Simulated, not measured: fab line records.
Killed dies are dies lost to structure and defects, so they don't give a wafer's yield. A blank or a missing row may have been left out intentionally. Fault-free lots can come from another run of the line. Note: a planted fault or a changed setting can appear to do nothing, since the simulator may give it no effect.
What tool caused it? / flow nandHarc / route of 1302 steps, sampled at 1 step: 13 lots, 37 wafers

## WHAT EACH GAUGE READ, for each wafer
NHARC_A_BLC_INSPECT_28.
lot=L388; measured=day 22 22:50; on=defectInspect-01; rawDefectCount=383 346 460
lot=L387; measured=day 23 04:55; on=defectInspect-02; rawDefectCount=588 662 556
lot=L389; measured=day 23 23:19; on=defectInspect-02; rawDefectCount=618 632 546
lot=L390; measured=day 24 00:06; on=defectInspect-01; rawDefectCount=725 805 470
lot=L392; measured=day 24 11:01; on=defectInspect-02; rawDefectCount=445 543 448
lot=L393; measured=day 25 06:56; on=defectInspect-01; rawDefectCount=585 559 394
lot=L396; measured=day 26 06:38; on=defectInspect-01; rawDefectCount=437
lot=L403; measured=day 30 07:26; on=defectInspect-01; rawDefectCount=416 387 410
lot=L405; measured=day 30 10:58; on=defectInspect-01; rawDefectCount=410 426 395
lot=L404; measured=day 30 17:53; on=defectInspect-01; rawDefectCount=586 534 627
lot=L407; measured=day 31 10:30; on=defectInspect-01; rawDefectCount=437 424 367
lot=L408; measured=day 31 16:12; on=defectInspect-02; rawDefectCount=588 503 425
lot=L409; measured=day 31 16:56; on=defectInspect-02; rawDefectCount=526 649 603

## TOOL THAT RAN EACH LOT (tool first, then ch and the chambers of the sampled wafers, then the start)
The record holds no process step before these readings.

## AS READ BY THE TOOLS THEMSELVES (means over the sampled wafers that have a number; for cases with no such wafer, the mark the record gives instead)
The record holds no such reading with a usual standard deviation.

## THE ANSWER, worked out from the rows above alone
Rule: the lots themselves supply what counts as usual. Put in order of their means at a reading, lots are off if they are a third of the lots or fewer, leave a main group of 4 or more, and stand apart from it by a gap of 3 or more times the standard deviation of the main group's means; of several such gaps the widest counts. A main group is skipped when, at the precision printed for the reading in the tables above, its means are all equal. A lot without any number at a reading at which 4 lots or more have one is off too. Any other lot the step has rows for is counted as sound. The gauges are gone through in route order, then the tools' own readings, and for those a lot's mean is taken as printed above. At the first step where some lot is off, the reading lying furthest off is the one used; lots without a number count as furthest.
No lot is off at any reading shown: from this, nothing can be told.

## WHAT WAS PUT IN BY THE SIMULATOR
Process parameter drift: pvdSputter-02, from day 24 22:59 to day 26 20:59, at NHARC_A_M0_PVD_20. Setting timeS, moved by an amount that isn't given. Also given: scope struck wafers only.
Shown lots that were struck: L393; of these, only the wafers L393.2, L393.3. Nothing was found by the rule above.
